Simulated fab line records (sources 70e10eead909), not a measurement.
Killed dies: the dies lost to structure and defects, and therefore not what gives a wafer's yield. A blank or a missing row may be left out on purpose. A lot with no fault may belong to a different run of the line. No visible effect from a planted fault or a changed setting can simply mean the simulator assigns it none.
fab line records | flow nand_harc | part 2 of 2: steps 16 to 25 of 25
record lots=5 | wafers=15 | last_day=31
route steps=1302 shown A_STAIRCASE@730
lots with no fault: from the same line, run without faults
start_h: hours from the record's first day to the start of the lot's first wafer shown | wait_h: time in hours since the lot's previous step | " identical to the entry in the row above | L1.1+2: a row that stands for several wafers | - no value, or no start given | * or withheld: withheld | < > ~ a bound
route shown NAME@n: a module of which the file shows steps, and the number in the route of the first | usual: mean and standard deviation over wafers with no fault | same: alike in all rows | chamber/n: place in a boat | sites: per-site readings | _std_site: standard deviation of those values | _edge_site: inner sites' mean taken away from outer sites' mean | radius_mm: for every site, how far away it sits from the centre of the wafer | mask NAME#n: copy n | behind: tool/chamber where the wafer was last shaped | hold: why the lot was held/for how many hours/how that ended | device: the n, p or np transistor that did not switch | end of line: at the end of the route, the tests of the same wafers | for a step that has no rows: nothing shown but its recipe | killed: not the wafer's yield, but the dies lost to structure and defects at the first sort | map: a wafer's dies, x killed, . not, _ none there
set.NAME: setting as actually run; set.NAME@STEP: the setting as run at that earlier step | model.NAME: the simulator's own value behind a step, which no gauge read
lots at some steps of the route; a table a step, a row a wafer
services: from which hour (start_h, from the record's first day; less than 0 if before it) a tool's chamber was out of use, for how many hours, and why
## steps
# step NHARC_A_STAIRCASE_TRIM_233
# recipe time_s=211.2 | o2_flow_sccm=500 | ar_flow_sccm=0 | bias_w=0 | chemistry=O2
# usual drypump_motor_current_A=5.7/0.39 | oes_product_au=0.998/0.0076 | rf_vpp_V=57.8/0.89 | showerhead_plenum_p_Torr=3.55/0.16 | throttle_valve_pct=17.037/0.0087
lot.wafer | tool        | chamber | start_h | wait_h | drypump_motor_current_A | oes_product_au | rf_hours_counter_h | rf_vpp_V | showerhead_plenum_p_Torr | throttle_valve_pct
L076.1    | rie_diel-13 | 0       | -       | -      | 6.4                     | 0.988          | 12                 | 59.4     | 3.51                     | 17.020
L076.3    | "           | 1       | "       | "      | 5.3                     | 1.011          | 12                 | 58.8     | 3.63                     | 17.024
L076.5    | "           | 0       | "       | "      | 6.4                     | 0.987          | -                  | 56.0     | 3.51                     | 17.053
L082.3    | rie_diel-13 | 1       | -       | -      | 5.3                     | 1.003          | 30                 | 58.3     | 3.62                     | 17.044
L082.1    | "           | 2       | "       | "      | 6.0                     | 0.991          | 33                 | 58.6     | 3.73                     | 17.034
L082.5    | "           | 2       | "       | "      | 6.0                     | 0.986          | -                  | 57.5     | 3.73                     | 17.045
L083.4    | rie_diel-13 | 2       | -       | -      | 6.0                     | 0.985          | 40                 | 57.9     | 3.72                     | 17.021
L083.3    | "           | 3       | "       | "      | 5.8                     | 0.988          | 39                 | 56.9     | 3.36                     | 17.033
L083.5    | "           | 1       | "       | "      | 5.2                     | 0.994          | -                  | 59.4     | 3.62                     | 17.039
L086.3    | rie_diel-12 | 3       | -       | -      | 5.0                     | 1.000          | 6                  | 58.3     | 3.75                     | 17.033
L086.4    | "           | 1       | "       | "      | 5.7                     | 1.005          | 7                  | 56.6     | 3.74                     | 17.035
L086.1    | "           | 2       | "       | "      | 5.9                     | 0.997          | 6                  | 57.4     | 3.37                     | 17.024
L091.4    | rie_diel-12 | 1       | -       | -      | 5.7                     | 1.007          | 23                 | 58.4     | 3.73                     | 17.056
L091.2    | "           | 2       | "       | "      | 5.9                     | 1.004          | 24                 | 57.8     | 3.36                     | 17.041
L091.5    | "           | 0       | "       | "      | 5.6                     | 1.004          | -                  | 56.9     | 3.37                     | 17.038
# step NHARC_A_STAIRCASE_ETCH_234
# recipe target_depth_a=1000 | time_s=40.5 | ion_energy_ev=400 | c4f8_flow_sccm=20 | o2_flow_sccm=10 | ar_flow_sccm=withheld | rf_w=600 | bias_w=1000 | chemistry=C4F8/O2
# usual oes_product_au=0.942/0.01 | rf_fwd_power_W=593/3.4 | rf_vpp_V=896/5.8
lot.wafer | tool        | chamber | start_h | wait_h | oes_product_au | rf_fwd_power_W | rf_hours_counter_h | rf_vpp_V
L076.3    | rie_diel-13 | 3       | -       | -      | 0.931          | 596            | 13                 | 890
L076.1    | "           | 0       | "       | "      | 0.919          | 594            | 12                 | 894
L076.5    | "           | 1       | "       | "      | 0.931          | 595            | -                  | 899
L082.3    | rie_diel-13 | 0       | -       | -      | 0.955          | 594            | 31                 | 895
L082.1    | "           | 1       | "       | "      | 0.938          | 596            | 30                 | 900
L082.5    | "           | 2       | "       | "      | 0.936          | 597            | -                  | 904
L083.4    | rie_diel-13 | 0       | -       | -      | 0.932          | 593            | 37                 | 895
L083.3    | "           | 1       | "       | "      | 0.954          | 596            | 37                 | 898
L083.5    | "           | 2       | "       | "      | 0.935          | 595            | -                  | 903
L086.3    | rie_diel-12 | 1       | -       | -      | 0.945          | 589            | 7                  | 904
L086.4    | "           | 2       | "       | "      | 0.960          | 588            | 6                  | 890
L086.1    | "           | 3       | "       | "      | 0.940          | 590            | 6                  | 903
L091.4    | rie_diel-12 | 0       | -       | -      | 0.953          | 593            | 29                 | 890
L091.2    | "           | 1       | "       | "      | 0.959          | 588            | 23                 | 903
L091.5    | "           | 3       | "       | "      | 0.936          | 594            | -                  | 903
# step NHARC_A_STAIRCASE_TRIM_235
# recipe time_s=211.2 | o2_flow_sccm=500 | ar_flow_sccm=0 | bias_w=0 | chemistry=O2
# usual drypump_motor_current_A=5.7/0.39 | oes_product_au=0.998/0.0075 | rf_vpp_V=57.9/0.86 | showerhead_plenum_p_Torr=3.54/0.16 | throttle_valve_pct=17.037/0.0085
lot.wafer | tool        | chamber | start_h | wait_h | drypump_motor_current_A | oes_product_au | rf_hours_counter_h | rf_vpp_V | showerhead_plenum_p_Torr | throttle_valve_pct
L076.1    | rie_diel-13 | 2       | -       | -      | 6.0                     | 0.986          | 14                 | 58.0     | 3.74                     | 17.050
L076.3    | "           | 3       | "       | "      | 5.8                     | 1.002          | 13                 | 56.3     | 3.38                     | 17.041
L076.5    | "           | 1       | "       | "      | 5.2                     | 0.999          | -                  | 57.9     | 3.63                     | 17.034
L082.3    | rie_diel-13 | 1       | -       | -      | 5.3                     | 0.989          | 30                 | 59.1     | 3.62                     | 17.050
L082.1    | "           | 2       | "       | "      | 6.0                     | 0.993          | 33                 | 58.0     | 3.73                     | 17.027
L082.5    | "           | 1       | "       | "      | 5.3                     | 0.996          | -                  | 57.0     | 3.62                     | 17.025
L083.3    | rie_diel-13 | 2       | -       | -      | 6.0                     | 0.989          | 40                 | 58.1     | 3.72                     | 17.017
L083.4    | "           | 0       | "       | "      | 6.4                     | 0.994          | 37                 | 59.4     | 3.49                     | 17.030
L083.5    | "           | 1       | "       | "      | 5.3                     | 1.005          | -                  | 59.8     | 3.61                     | 17.025
L086.1    | rie_diel-12 | 2       | -       | -      | 5.9                     | 1.010          | 6                  | 57.8     | 3.37                     | 17.027
L086.3    | "           | 0       | "       | "      | 5.6                     | 0.998          | 7                  | 57.6     | 3.38                     | 17.035
L086.4    | "           | 1       | "       | "      | 5.7                     | 1.004          | 7                  | 57.2     | 3.74                     | 17.032
L091.2    | rie_diel-12 | 1       | -       | -      | 5.7                     | 1.000          | 23                 | 57.2     | 3.73                     | 17.029
L091.4    | "           | 2       | "       | "      | 5.8                     | 0.997          | 24                 | 56.1     | 3.36                     | 17.037
L091.5    | "           | 1       | "       | "      | 5.7                     | 0.996          | -                  | 57.3     | 3.73                     | 17.044
# step NHARC_A_STAIRCASE_ETCH_236
# recipe target_depth_a=1000 | time_s=40.5 | ion_energy_ev=400 | c4f8_flow_sccm=20 | o2_flow_sccm=10 | ar_flow_sccm=withheld | rf_w=600 | bias_w=1000 | chemistry=C4F8/O2
# usual oes_product_au=0.945/0.016 | rf_fwd_power_W=593/3.2 | rf_vpp_V=896/6.1
lot.wafer | tool        | chamber | start_h | wait_h | oes_product_au | rf_fwd_power_W | rf_hours_counter_h | rf_vpp_V
L076.3    | rie_diel-13 | 2       | -       | -      | 0.942          | 594            | 14                 | 904
L076.1    | "           | 3       | "       | "      | 0.924          | 594            | 13                 | 891
L076.5    | "           | 0       | "       | "      | 0.927          | 596            | -                  | 895
L082.3    | rie_diel-13 | 1       | -       | -      | 0.928          | 594            | 30                 | 900
L082.1    | "           | 3       | "       | "      | 0.952          | 594            | 34                 | 891
L082.5    | "           | 1       | "       | "      | 0.941          | 596            | -                  | 900
L083.3    | rie_diel-13 | 1       | -       | -      | 0.934          | 598            | 38                 | 899
L083.4    | "           | 3       | "       | "      | 0.932          | 593            | 39                 | 888
L083.5    | "           | 0       | "       | "      | 0.923          | 592            | -                  | 894
L086.3    | rie_diel-12 | 3       | -       | -      | 0.941          | 593            | 6                  | 904
L086.4    | "           | 0       | "       | "      | 0.953          | 596            | 7                  | 891
L086.1    | "           | 2       | "       | "      | 0.955          | 588            | 6                  | 890
L091.4    | rie_diel-12 | 3       | -       | -      | 0.948          | 594            | 26                 | 903
L091.2    | "           | 1       | "       | "      | 0.941          | 594            | 23                 | 905
L091.5    | "           | 2       | "       | "      | 0.950          | 585            | -                  | 890
# step NHARC_A_STAIRCASE_STRIP_238
# recipe power_w=1500 | temp_c=250 | chemistry=O2
# usual drypump_motor_current_A=5.9/0.42 | heater_power_w=346/33
lot.wafer | tool            | chamber | start_h | wait_h | drypump_motor_current_A | heater_power_w | rf_hours_counter_h
L076.1    | plasma_asher-01 | 0       | 380.17  | 0.1    | 6.4                     | 298            | 8
L076.3    | "               | 0       | "       | "      | 6.4                     | 290            | -
L076.5    | "               | 1       | "       | "      | 5.2                     | 337            | -
L082.1    | plasma_asher-01 | 0       | 445.42  | 0.1    | 6.4                     | 287            | 25
L082.3    | "               | 1       | "       | "      | 5.2                     | 340            | -
L082.5    | "               | 1       | "       | "      | 5.2                     | 343            | -
L083.4    | plasma_asher-02 | 1       | 461.33  | 0.2    | 5.7                     | 350            | -
L083.3    | "               | 0       | "       | "      | 6.2                     | 368            | -
L083.5    | "               | 1       | "       | "      | 5.7                     | 351            | -
L086.1    | plasma_asher-01 | 1       | 469.28  | 0.1    | 5.2                     | 325            | 30
L086.4    | "               | 1       | "       | "      | 5.2                     | 333            | -
L086.3    | "               | 0       | "       | "      | 6.4                     | 283            | -
L091.2    | plasma_asher-02 | 1       | 542.62  | 0.1    | 5.7                     | 343            | 23
L091.4    | "               | 1       | "       | "      | 5.7                     | 351            | -
L091.5    | "               | 0       | "       | "      | 6.3                     | 382            | -
# step NHARC_A_STAIRCASE_STRIP_239
# recipe time_s=900 | temp_c=130 | chemistry=SPM
lot.wafer  | tool         | chamber | start_h | wait_h
L076.5+3+1 | wet_bench-05 | 5,7,0   | 380.48  | 0.1
L082.5+1+3 | wet_bench-05 | 2,5,6   | 445.78  | 0.1
L083.3+5+4 | wet_bench-06 | 3,7,0   | 461.59  | 0.2
L086.3+1+4 | wet_bench-06 | 3,6,7   | 469.63  | 0.2
L091.4+2+5 | wet_bench-03 | 1,2,5   | 542.93  | 0.2
# step NHARC_A_STAIRCASE_PRECLEAN_240
# recipe time_s=* | temp_c=50 | bath_age_min=0 | chemistry=SC1
# usual sc1_h2o2_end_mol_l=0.3699/0.00067
lot.wafer | tool         | chamber | start_h | wait_h | sc1_h2o2_end_mol_l
L076.5    | wet_bench-05 | 5       | -       | -      | 0.3699
L076.3    | "            | 7       | "       | "      | 0.3700
L076.1    | "            | 0       | "       | "      | 0.3694
L082.5    | wet_bench-05 | 2       | -       | -      | 0.3712
L082.1    | "            | 5       | "       | "      | 0.3701
L082.3    | "            | 6       | "       | "      | 0.3701
L083.3    | wet_bench-06 | 3       | -       | -      | 0.3701
L083.5    | "            | 7       | "       | "      | 0.3697
L083.4    | "            | 0       | "       | "      | 0.3694
L086.3    | wet_bench-06 | 3       | -       | -      | 0.3702
L086.1    | "            | 6       | "       | "      | 0.3701
L086.4    | "            | 7       | "       | "      | 0.3695
L091.4    | wet_bench-03 | 1       | -       | -      | 0.3690
L091.2    | "            | 2       | "       | "      | 0.3699
L091.5    | "            | 5       | "       | "      | 0.3696
# step NHARC_A_STAIRCASE_SRD_241
lot.wafer  | tool         | chamber | start_h | wait_h
L076.5+3+1 | wet_bench-05 | 5,7,0   | -       | -
L082.5+1+3 | wet_bench-05 | 2,5,6   | -       | -
L083.3+5+4 | wet_bench-06 | 3,7,0   | -       | -
L086.3+1+4 | wet_bench-06 | 3,6,7   | -       | -
L091.4+2+5 | wet_bench-03 | 1,2,5   | -       | -
# step NHARC_A_STAIRCASE_DEHYDRATE_242
# recipe temp_c=150 | time_s=120
# usual resist_line_temp_C=23.01/0.1
lot.wafer | tool           | chamber | start_h | wait_h | resist_line_temp_C
L076.1    | litho_track-03 | 0       | 380.93  | -      | 22.95
L076.3    | "              | 0       | "       | "      | 22.96
L076.5    | "              | 0       | "       | "      | 22.88
L082.1    | litho_track-03 | 0       | 446.22  | -      | 23.05
L082.3    | "              | 0       | "       | "      | 22.92
L082.5    | "              | 0       | "       | "      | 23.05
L083.3    | litho_track-03 | 0       | 462.06  | -      | 23.10
L083.4    | "              | 0       | "       | "      | 23.13
L083.5    | "              | 0       | "       | "      | 22.97
L086.1    | litho_track-03 | 0       | 470.09  | -      | 22.88
L086.3    | "              | 0       | "       | "      | 22.93
L086.4    | "              | 0       | "       | "      | 22.95
L091.2    | litho_track-07 | 0       | 543.38  | -      | 23.04
L091.4    | "              | 0       | "       | "      | 23.15
L091.5    | "              | 0       | "       | "      | 23.29
# step NHARC_A_STAIRCASE_HMDS_243
# recipe time_s=30
# usual resist_line_temp_C=23.00/0.1
lot.wafer | tool           | chamber | start_h | wait_h | resist_line_temp_C
L076.1    | litho_track-03 | 0       | -       | -      | 23.04
L076.3    | "              | 0       | "       | "      | 23.03
L076.5    | "              | 0       | "       | "      | 23.08
L082.1    | litho_track-03 | 0       | -       | -      | 23.11
L082.3    | "              | 0       | "       | "      | 23.09
L082.5    | "              | 0       | "       | "      | 22.99
L083.3    | litho_track-03 | 0       | -       | -      | 22.88
L083.4    | "              | 0       | "       | "      | 22.98
L083.5    | "              | 0       | "       | "      | 22.82
L086.1    | litho_track-03 | 0       | -       | -      | 22.91
L086.3    | "              | 0       | "       | "      | 22.78
L086.4    | "              | 0       | "       | "      | 22.85
L091.2    | litho_track-07 | 0       | -       | -      | 23.03
L091.4    | "              | 0       | "       | "      | 22.89
L091.5    | "              | 0       | "       | "      | 22.98
## services
tool            | chamber | start_h | hours | kind
rie_diel-12     | 0       | 351.70  | 2.4   | repair
rie_diel-12     | 2       | 353.93  | 14.2  | repair
wet_bench-06    | -       | 369.60  | 8.0   | pm
rie_diel-01     | -       | 375.63  | 1.0   | repair
rie_diel-12     | 3       | 383.32  | 14.3  | repair
rie_diel-01     | -       | 383.76  | 9.0   | pm
wet_bench-03    | -       | 386.40  | 8.0   | pm
wet_bench-05    | -       | 401.75  | 3.2   | repair
litho_track-02  | -       | 402.00  | 7.0   | pm
litho_track-07  | -       | 426.00  | 7.0   | pm
wet_bench-05    | -       | 436.80  | 8.0   | pm
wet_bench-06    | -       | 445.27  | 2.4   | repair
rie_diel-12     | -       | 445.52  | 9.0   | pm
litho_track-03  | -       | 450.01  | 7.0   | pm
rie_diel-01     | -       | 465.49  | 3.2   | repair
rie_diel-13     | 2       | 474.44  | 1.7   | repair
wet_bench-05    | -       | 479.68  | 0.9   | repair
wet_bench-03    | -       | 481.00  | 7.1   | repair
rie_diel-13     | 3       | 502.52  | 9.6   | repair
rie_diel-12     | 1       | 503.09  | 6.9   | repair
plasma_asher-01 | -       | 519.00  | 9.0   | pm
rie_diel-13     | -       | 521.48  | 9.0   | pm
rie_diel-12     | 2       | 533.18  | 1.2   | repair
plasma_asher-01 | -       | 541.42  | 10.8  | repair
